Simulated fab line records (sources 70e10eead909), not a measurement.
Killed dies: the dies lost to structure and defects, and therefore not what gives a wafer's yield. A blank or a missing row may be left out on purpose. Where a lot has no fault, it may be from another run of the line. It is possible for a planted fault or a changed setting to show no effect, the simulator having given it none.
fab line records -- flow nand_harc
record lots=12, wafers=36, last_day=33
route steps=1302 shown A_CONTACT@997 END@1302
lots that met no fault: from a run of the same line without faults
start_h: hours from the record's opening day to when the first of the lot's shown wafers began -- wait_h: hours elapsed since this lot's preceding step -- " as in the row above -- L1.1+2: several wafers, shown together as one row -- - either no value or no given start -- * or withheld: withheld -- < > ~ a bound
route shown NAME@n: a module of which the file shows steps, and the number in the route of the first -- usual: average and standard deviation across the fault-free wafers -- same: alike in all rows -- chamber/n: place in a boat -- sites: the reading at each site -- _std_site: standard deviation of those values -- _edge_site: inner sites' mean taken away from outer sites' mean -- radius_mm: for every site, how far away it sits from the centre of the wafer -- mask NAME#n: copy n -- behind: tool/chamber where the wafer was last shaped -- hold: cause of the lot's hold/its duration in hours/its outcome -- device: which transistor (n, p or np) failed to switch -- end of line: the same wafers' tests at the end of the route -- a step without rows: its recipe alone -- killed: count of dies lost to structure and defects at first sort (not the wafer's yield) -- map: dies across one wafer; x = killed, . = not, _ = none there
set.NAME: the run value of the setting; set.NAME@STEP: its run value at that earlier step -- model.NAME: the simulator's own value behind a step, which no gauge read
the route's steps for a sample of lots (tables are steps, rows are wafers)
services: when a tool's chamber went out of use (start_h, in hours from the record's first day, below 0 if earlier), for how many hours, and the reason
## steps
# step NHARC_A_CONTACT_CD_MEAS_42
# recipe target_cd_nm=300, landing_energy_ev=500
# usual cd_nm=300.4/0.51
lot.wafer,tool,chamber,start_h,wait_h,cd_nm
L671.3,cd_sem-03,0,499.49,-,300.4
L671.4,cd_sem-03,0,499.49,-,300.1
L671.6,cd_sem-03,0,499.49,-,300.3
L676.3,cd_sem-01,0,530.88,-,300.1
L676.5,cd_sem-01,0,530.88,-,300.9
L676.6,cd_sem-01,0,530.88,-,301.3
L675.2,cd_sem-03,0,531.18,-,300.7
L675.5,cd_sem-03,0,531.18,-,300.2
L675.6,cd_sem-03,0,531.18,-,301.2
L677.2,cd_sem-03,0,566.27,-,300.2
L677.3,cd_sem-03,0,566.27,-,300.2
L677.5,cd_sem-03,0,566.27,-,300.1
L679.1,cd_sem-03,0,588.90,-,300.2
L679.5,cd_sem-03,0,588.90,-,300.7
L679.6,cd_sem-03,0,588.90,-,300.7
L682.1,cd_sem-02,0,608.18,-,299.5
L682.3,cd_sem-02,0,608.18,-,300.5
L682.4,cd_sem-02,0,608.18,-,300.1
L681.2,cd_sem-01,0,608.92,-,301.2
L681.4,cd_sem-01,0,608.92,-,300.8
L681.6,cd_sem-01,0,608.92,-,301.4
L685.4,cd_sem-03,0,648.85,-,300.6
L685.5,cd_sem-03,0,648.85,-,299.7
L685.6,cd_sem-03,0,648.85,-,301.0
L687.1,cd_sem-01,0,667.15,-,300.5
L687.4,cd_sem-01,0,667.15,-,300.1
L687.5,cd_sem-01,0,667.15,-,299.8
L690.4,cd_sem-02,0,701.66,-,299.8
L690.5,cd_sem-02,0,701.66,-,300.4
L690.6,cd_sem-02,0,701.66,-,300.7
L691.2,cd_sem-03,0,712.30,-,300.2
L691.3,cd_sem-03,0,712.30,-,301.0
L691.6,cd_sem-03,0,712.30,-,300.6
L693.3,cd_sem-01,0,722.79,-,301.3
L693.4,cd_sem-01,0,722.79,-,299.8
L693.6,cd_sem-01,0,722.79,-,300.7
# step NHARC_A_CONTACT_DESCUM_47
# recipe time_s=3, o2_flow_sccm=200, ar_flow_sccm=0, bias_power_w=0, chemistry=O2
# usual drypump_motor_current_A=5.7/0.41, oes_product_au=1.000/0.012, rf_vpp_V=57.7/0.97, showerhead_plenum_p_Torr=1.91/0.1, throttle_valve_pct=11.312/0.0094
# same bias_power_w=0
lot.wafer,tool,chamber,start_h,wait_h,drypump_motor_current_A,oes_product_au,rf_hours_counter_h,rf_vpp_V,showerhead_plenum_p_Torr,throttle_valve_pct
L671.4,rie_diel-03,3,499.68,0.1,5.7,0.992,3,58.8,1.77,11.290
L671.3,rie_diel-03,1,499.68,0.1,5.7,0.994,4,57.0,1.94,11.303
L671.6,rie_diel-03,2,499.68,0.1,6.0,1.009,-,55.4,1.93,11.296
L676.3,rie_diel-03,0,531.06,0.1,6.0,1.022,9,56.6,1.77,11.320
L676.5,rie_diel-03,0,531.06,0.1,6.0,1.015,-,56.8,1.77,11.310
L676.6,rie_diel-03,1,531.06,0.1,5.7,0.998,-,58.2,1.94,11.318
L675.2,rie_diel-13,2,531.45,0.2,5.1,1.001,1,59.6,1.97,11.330
L675.5,rie_diel-13,3,531.45,0.2,6.4,0.990,-,57.4,1.80,11.323
L675.6,rie_diel-13,0,531.45,0.2,5.1,0.989,-,57.9,2.02,11.307
L677.3,rie_diel-09,1,566.46,0.1,5.8,1.030,20,58.2,2.05,11.307
L677.2,rie_diel-09,3,566.46,0.1,6.0,1.007,23,58.3,2.07,11.314
L677.5,rie_diel-09,1,566.46,0.1,5.8,1.019,-,57.3,2.05,11.295
L679.1,rie_diel-03,0,589.09,0.1,6.0,1.004,17,57.0,1.76,11.311
L679.5,rie_diel-03,3,589.09,0.1,5.7,0.987,-,55.7,1.77,11.311
L679.6,rie_diel-03,0,589.09,0.1,6.0,1.007,-,55.4,1.76,11.325
L682.3,rie_diel-03,3,608.37,0.1,5.7,0.980,19,56.4,1.77,11.325
L682.4,rie_diel-03,0,608.37,0.1,6.0,0.991,19,57.7,1.76,11.314
L682.1,rie_diel-03,1,608.37,0.1,5.8,0.982,21,57.2,1.94,11.310
L681.2,rie_diel-03,0,609.75,0.7,6.0,0.999,21,56.0,1.76,11.308
L681.4,rie_diel-03,1,609.75,0.7,5.7,0.983,22,58.1,1.94,11.321
L681.6,rie_diel-03,1,609.75,0.7,5.7,0.984,-,57.6,1.94,11.314
L685.4,rie_diel-03,2,649.05,0.1,6.0,1.007,0,57.4,1.93,11.310
L685.6,rie_diel-03,0,649.05,0.1,6.0,0.989,-,58.1,2.08,11.306
L685.5,rie_diel-03,1,649.05,0.1,5.8,0.977,-,58.3,1.93,11.308
L687.1,rie_diel-03,2,667.34,0.1,6.0,1.005,4,57.6,1.92,11.296
L687.4,rie_diel-03,1,667.34,0.1,5.7,0.988,5,57.3,1.93,11.306
L687.5,rie_diel-03,2,667.34,0.1,6.0,1.018,-,57.1,1.92,11.308
L690.4,rie_diel-03,3,701.84,0.1,5.7,0.996,9,57.8,1.76,11.327
L690.6,rie_diel-03,2,701.84,0.1,6.0,1.008,-,59.0,1.92,11.304
L690.5,rie_diel-03,3,701.84,0.1,5.7,0.994,-,57.0,1.76,11.305
L691.3,rie_diel-03,0,712.50,0.1,6.0,0.993,12,57.7,2.07,11.319
L691.2,rie_diel-03,2,712.50,0.1,6.0,1.013,11,56.0,1.92,11.314
L691.6,rie_diel-03,2,712.50,0.1,6.0,1.006,-,58.1,1.92,11.309
L693.3,rie_diel-09,3,722.99,0.1,6.0,1.000,9,59.0,2.05,11.311
L693.4,rie_diel-09,2,722.99,0.1,6.2,1.005,-,58.9,1.87,11.315
L693.6,rie_diel-09,0,722.99,0.1,4.9,1.003,-,58.7,1.88,11.307
# step NHARC_A_CONTACT_ETCH_48
# recipe target_depth_a=390, over_etch_frac=0.3, time_s=65, ion_energy_ev=80, cf4_flow_sccm=150, ar_flow_sccm=0, rf_w=300, bias_w=100, chemistry=CF4
# usual bias_w=99.98/0.3, drypump_motor_current_A=5.7/0.4, oes_product_au=0.999/0.011, rf_vpp_V=151.2/1.4, showerhead_plenum_p_Torr=1.77/0.089, throttle_valve_pct=13.286/0.0088
lot.wafer,tool,chamber,start_h,wait_h,bias_w,drypump_motor_current_A,oes_product_au,rf_hours_counter_h,rf_vpp_V,showerhead_plenum_p_Torr,throttle_valve_pct
L671.3,rie_diel-03,3,499.76,0.1,99.73,5.7,0.991,3,149.5,1.65,13.296
L671.4,rie_diel-03,0,499.76,0.1,99.72,6.0,1.011,3,149.7,1.64,13.277
L671.6,rie_diel-03,2,499.76,0.1,100.33,6.0,1.012,-,151.7,1.79,13.285
L676.3,rie_diel-03,2,531.14,0.1,99.85,6.0,1.007,10,150.7,1.78,13.293
L676.6,rie_diel-03,2,531.14,0.1,99.91,6.0,1.009,-,151.1,1.78,13.281
L676.5,rie_diel-03,3,531.14,0.1,99.74,5.7,0.997,-,149.0,1.65,13.294
L675.2,rie_diel-13,2,531.53,0.1,99.82,5.1,0.994,1,152.0,1.82,13.284
L675.5,rie_diel-13,0,531.53,0.1,100.22,5.0,0.986,-,152.6,1.86,13.284
L675.6,rie_diel-13,1,531.53,0.1,100.24,5.4,0.984,-,151.2,1.78,13.288
L677.2,rie_diel-09,1,566.54,0.1,100.10,5.8,1.017,20,151.4,1.89,13.292
L677.3,rie_diel-09,2,566.54,0.1,100.09,6.2,1.007,22,149.6,1.74,13.299
L677.5,rie_diel-09,0,566.54,0.1,99.86,4.9,0.985,-,151.4,1.75,13.291
L679.1,rie_diel-03,0,589.17,0.1,99.84,6.0,1.003,17,149.8,1.64,13.296
L679.6,rie_diel-03,0,589.17,0.1,100.10,6.0,1.002,-,150.6,1.64,13.284
L679.5,rie_diel-03,1,589.17,0.1,100.07,5.8,0.983,-,151.9,1.79,13.292
L682.1,rie_diel-03,3,608.45,0.1,99.71,5.7,1.002,19,149.9,1.64,13.288
L682.3,rie_diel-03,0,608.45,0.1,99.88,6.0,1.004,19,150.8,1.64,13.275
L682.4,rie_diel-03,2,608.45,0.1,100.11,6.0,1.012,20,151.3,1.78,13.285
L681.2,rie_diel-03,2,609.84,0.1,100.22,6.0,1.005,21,152.0,1.78,13.288
L681.4,rie_diel-03,3,609.84,0.1,100.65,5.7,0.993,20,149.4,1.64,13.294
L681.6,rie_diel-03,2,609.84,0.1,99.53,6.0,1.002,-,150.2,1.78,13.278
L685.4,rie_diel-03,2,649.14,0.1,100.27,6.0,1.008,0,153.0,1.78,13.288
L685.6,rie_diel-03,3,649.14,0.1,100.02,5.7,1.007,-,149.9,1.64,13.280
L685.5,rie_diel-03,0,649.14,0.1,99.95,6.0,1.005,-,154.3,1.91,13.294
L687.4,rie_diel-03,3,667.43,0.1,98.90,5.7,1.000,4,149.7,1.64,13.279
L687.1,rie_diel-03,1,667.43,0.1,99.43,5.8,0.973,5,151.4,1.78,13.275
L687.5,rie_diel-03,2,667.43,0.1,99.76,6.0,0.992,-,153.2,1.78,13.275
L690.4,rie_diel-03,2,701.94,0.1,99.95,6.0,1.012,10,151.1,1.78,13.281
L690.6,rie_diel-03,3,701.94,0.1,99.97,5.7,1.009,-,149.7,1.64,13.292
L690.5,rie_diel-03,0,701.94,0.1,99.84,6.0,0.828,-,153.1,1.91,13.286
L691.3,rie_diel-03,0,712.59,0.1,100.24,5.9,1.006,12,153.7,1.90,13.269
L691.2,rie_diel-03,2,712.59,0.1,100.23,6.0,0.824,11,152.7,1.78,13.283
L691.6,rie_diel-03,2,712.59,0.1,100.00,6.0,1.013,-,151.1,1.78,13.289
L693.3,rie_diel-09,3,723.08,0.1,99.97,6.0,0.995,9,151.4,1.89,13.269
L693.4,rie_diel-09,3,723.08,0.1,99.87,6.0,0.995,-,151.7,1.89,13.283
L693.6,rie_diel-09,2,723.08,0.1,100.21,6.2,1.005,-,150.8,1.73,13.284
# step NHARC_A_CONTACT_ETCH_116
# recipe source_w=withheld, pressure_mtorr=20, bias_v=3000, time_s=190, target_depth_a=18500, ar_flow_sccm=withheld, c4f8_flow_sccm=withheld, o2_flow_sccm=withheld, chemistry=C4F8/O2/Ar
lot.wafer,tool,chamber,start_h,wait_h,rf_hours_counter_h
L671.4,har_cap_etch-02,0,502.58,0.1,-
L671.3,har_cap_etch-02,1,502.58,0.1,-
L671.6,har_cap_etch-02,1,502.58,0.1,-
L676.3,har_cap_etch-01,1,533.86,0.1,-
L676.6,har_cap_etch-01,0,533.86,0.1,-
L676.5,har_cap_etch-01,1,533.86,0.1,-
L675.2,har_cap_etch-02,1,534.16,0.1,91
L675.5,har_cap_etch-02,1,534.16,0.1,-
L675.6,har_cap_etch-02,0,534.16,0.1,-
L677.2,har_cap_etch-03,0,569.24,0.1,52
L677.3,har_cap_etch-03,1,569.24,0.1,-
L677.5,har_cap_etch-03,1,569.24,0.1,-
L679.1,har_cap_etch-03,0,592.18,0.1,55
L679.6,har_cap_etch-03,1,592.18,0.1,-
L679.5,har_cap_etch-03,0,592.18,0.1,-
L682.1,har_cap_etch-03,1,611.29,0.2,58
L682.3,har_cap_etch-03,1,611.29,0.2,-
L682.4,har_cap_etch-03,0,611.29,0.2,-
L681.2,har_cap_etch-01,0,612.67,0.1,17
L681.4,har_cap_etch-01,0,612.67,0.1,-
L681.6,har_cap_etch-01,1,612.67,0.1,-
L685.4,har_cap_etch-03,0,651.83,0.1,-
L685.6,har_cap_etch-03,1,651.83,0.1,-
L685.5,har_cap_etch-03,0,651.83,0.1,-
L687.1,har_cap_etch-02,1,670.04,0.1,115
L687.4,har_cap_etch-02,0,670.04,0.1,-
L687.5,har_cap_etch-02,1,670.04,0.1,-
L690.4,har_cap_etch-01,0,704.95,0.2,-
L690.6,har_cap_etch-01,1,704.95,0.2,-
L690.5,har_cap_etch-01,0,704.95,0.2,-
L691.2,har_cap_etch-02,0,715.56,0.1,122
L691.3,har_cap_etch-02,1,715.56,0.1,-
L691.6,har_cap_etch-02,0,715.56,0.1,-
L693.3,har_cap_etch-02,0,726.11,0.1,-
L693.4,har_cap_etch-02,1,726.11,0.1,-
L693.6,har_cap_etch-02,0,726.11,0.1,-
# step NHARC_END_SORT_01
# recipe temp_c=25
# usual killed_at_array=51/18, killed_at_other=1.0/1.2, killed_at_periphery=3.7/2.9, killed_dies=55/19, killed_open=3.5/1.9, killed_short=2.6/1.6
# same gross_dies=677
lot.wafer,tool,chamber,start_h,wait_h,killed_at_array,killed_at_other,killed_at_periphery,killed_dies,killed_open,killed_short
L690.4,prober-02,0,779.73,3.4,65,0,4,69,3,4
L690.5,prober-02,0,780.52,3.7,496,1,5,502,2,6
L690.6,prober-02,0,781.32,4.0,53,1,4,58,5,1
L691.2,prober-01,0,783.42,2.8,417,1,5,423,7,4
L691.3,prober-01,0,784.21,3.1,27,1,3,31,6,1
L691.6,prober-01,0,786.58,3.9,62,3,1,66,4,3
# killed by level:class
L690.4 A_CHANNEL_HOLE_D2:chamber_film_flake=22 A_SLIT:chamber_film_flake=21 A_CHANNEL_HOLE_D1:chamber_film_flake=8 P_M0:chamber_film_flake=3 A_CHANNEL_FILL_D1:geometric_particle:short=2 A_CONTACT:chamber_film_flake=2 A_M0:chamber_film_flake=2 P_CONTACT:geometric_particle:short=1
L690.5 A_CONTACT:area_etch=442 A_SLIT:chamber_film_flake=36 A_CHANNEL_HOLE_D2:chamber_film_flake=8 P_M0:chamber_film_flake=4 A_CHANNEL_HOLE_D1:chamber_film_flake=3 P_CONTACT:geometric_particle:short=1 A_DECK1_JOINT:geometric_particle:short=1 A_CHANNEL_FILL_D2:geometric_particle:open=1
L690.6 A_CHANNEL_HOLE_D2:chamber_film_flake=29 A_SLIT:chamber_film_flake=9 A_CHANNEL_HOLE_D1:chamber_film_flake=7 P_M0:chamber_film_flake=2 P_GATE:geometric_particle:open=1 P_M0:geometric_particle:open=1 A_CHANNEL_FILL_D1:geometric_particle:open=1 A_ONON_D2:geometric_particle:open=1
L691.2 A_CONTACT:area_etch=378 A_SLIT:chamber_film_flake=9 A_SGD_CUT:chamber_film_flake=8 A_CONTACT:chamber_film_flake=6 A_CHANNEL_HOLE_D1:chamber_film_flake=4 P_GATE:geometric_particle:open=2 P_ZERO_WELL:chamber_film_flake=2 P_CONTACT:geometric_particle:open=1
L691.3 A_SLIT:chamber_film_flake=10 A_SGD_CUT:chamber_film_flake=4 A_CHANNEL_HOLE_D1:chamber_film_flake=3 A_CONTACT:chamber_film_flake=3 A_STAIRCASE:chamber_film_flake=2 P_GATE:geometric_particle:open=1 P_CONTACT:geometric_particle:open=1 P_M0:geometric_particle:open=1
L691.6 A_SLIT:chamber_film_flake=28 A_CHANNEL_HOLE_D1:chamber_film_flake=15 A_SGD_CUT:chamber_film_flake=3 A_CONTACT:chamber_film_flake=3 THIN_TSV:chamber_film_flake=3 A_CHANNEL_FILL_D2:geometric_particle:open=2 A_ZERO_WELL:chamber_film_flake=2 A_STAIRCASE:chamber_film_flake=2
## services
tool,chamber,start_h,hours,kind
har_cap_etch-03,-,476.73,4.5,repair
rie_diel-13,-,478.05,0.4,repair
rie_diel-03,0,491.89,-,clean
rie_diel-03,1,491.89,-,clean
rie_diel-03,2,491.89,-,clean
rie_diel-03,3,491.89,-,clean
har_cap_etch-01,-,497.00,17.0,pm
rie_diel-09,-,497.23,9.0,pm
rie_diel-03,0,516.39,-,clean
rie_diel-03,1,516.39,-,clean
rie_diel-13,-,520.51,9.0,pm
rie_diel-13,1,534.71,5.6,repair
rie_diel-09,1,614.05,21.8,repair
rie_diel-03,-,635.49,9.0,pm
rie_diel-09,2,636.53,4.5,repair
rie_diel-09,3,667.97,27.0,repair
rie_diel-09,-,674.23,9.0,pm
rie_diel-09,-,690.00,1.5,repair
rie_diel-13,-,697.55,9.0,pm
har_cap_etch-02,-,704.55,3.0,repair
rie_diel-03,1,709.16,9.5,repair
rie_diel-13,0,716.02,8.3,repair
rie_diel-03,2,719.35,2.9,repair
rie_diel-09,1,722.39,2.7,repair
## key
first_sign step=NHARC_A_CONTACT_ETCH_48, reading=oes_product_au, direction=down, sigmas=15, usual=0.999, struck=0.826
effect step=NHARC_END_SORT_01, reading=killed_at_array, direction=up, sigmas=22, usual=51, struck=456
more_kills_born_at NHARC_A_CONTACT_ETCH_48@rie_diel-03=820
met_at NHARC_A_CONTACT_ETCH_48
struck_lots L690,L691
struck_wafers L690.5,L691.2
later_rows_left_out L690.5,L691.2
tester_left_out L690,L691
not_acting_at NHARC_A_CONTACT_CD_MEAS_42,NHARC_A_CONTACT_DESCUM_47,NHARC_A_CONTACT_ETCH_116
onset_between 667.43 701.94
fault kind=process_parameter_drift, tool=rie_diel-03, chamber=-, onset_h=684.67, steps=NHARC_A_CONTACT_ETCH_48, channel=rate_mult, offset=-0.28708, shape=step, end_h=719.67, scope=struck_wafers_only
# tester_left_out: of these lots the tester's yield and bins aren't shown, on N5 and GAA mostly nor the transistor test; their killed dies are dies lost to structure and defects alone, not to doping, threshold or leakage, so they don't give the yield
# later_rows_left_out: the simulator's readings of these wafers behind a module that went badly wrong aren't trusted and aren't shown, but for the sort
